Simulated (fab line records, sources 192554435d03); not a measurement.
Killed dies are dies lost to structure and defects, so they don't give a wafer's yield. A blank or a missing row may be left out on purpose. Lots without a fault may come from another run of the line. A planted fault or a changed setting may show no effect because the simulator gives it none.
Chamber matching | flow n5_finfet | N5_BEOL_M3_PECVD_72 on pecvd-01: 3 sister chambers
The step deposits SiO2 from TEOS/O2, target thk 16 nm, time 18 s. 6 wafers are shown with their chamber, then 10 later ones without.

WAFERS WITH THEIR CHAMBER
wafer  | chamber | throttle_valve_pct (%) | showerhead_plenum_p_Torr (Torr)
L082.1 | 2       | 22.9                   | 8.73
L085.1 | 1       | 24.0                   | 8.67
L085.4 | 1       | 24.3                   | 8.66
L085.5 | 0       | 21.5                   | 8.76
L090.1 | 2       | 21.1                   | 8.69
L090.2 | 0       | 21.4                   | 8.77

WAFERS WITHOUT THEIR CHAMBER
wafer  | throttle_valve_pct (%) | showerhead_plenum_p_Torr (Torr)
L090.3 | 24.3                   | 8.66
L092.1 | 24.2                   | 8.67
L092.4 | 21.5                   | 8.76
L092.5 | 24.1                   | 8.66
L095.2 | 21.3                   | 8.70
L095.4 | 21.4                   | 8.75
L095.5 | 21.2                   | 8.71
L097.2 | 21.4                   | 8.78
L097.3 | 24.1                   | 8.67
L097.5 | 24.1                   | 8.66

WHICH CHAMBER EACH WENT THROUGH
wafer  | from the rows above     | in truth
L090.3 | 1                       | 1
L092.1 | 1                       | 1
L092.4 | 0                       | 0
L092.5 | 1                       | 1
L095.2 | 2                       | 2
L095.4 | can't be placed: 0 or 2 | 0
L095.5 | 2                       | 2
L097.2 | 0                       | 0
L097.3 | 1                       | 1
L097.5 | 1                       | 1
Placed correctly: 9 of 10. Can't be placed from these rows: 1 (the true chamber is among the candidates in 1). Placed wrongly: 0.
How it was worked out, from the rows above alone: a wafer's distance from a chamber is the root of the sum, over the readings, of the square of ((its reading less the chamber's mean) divided by the reading's scatter). The wafer belongs to the nearest chamber; if the next one is less than 2 further off, it can't be placed. A chamber's mean is the mean of its shown wafers. The scatter: the root of (the sum of the squares of (reading less its chamber's mean) over the shown wafers, divided by (wafers less chambers)).
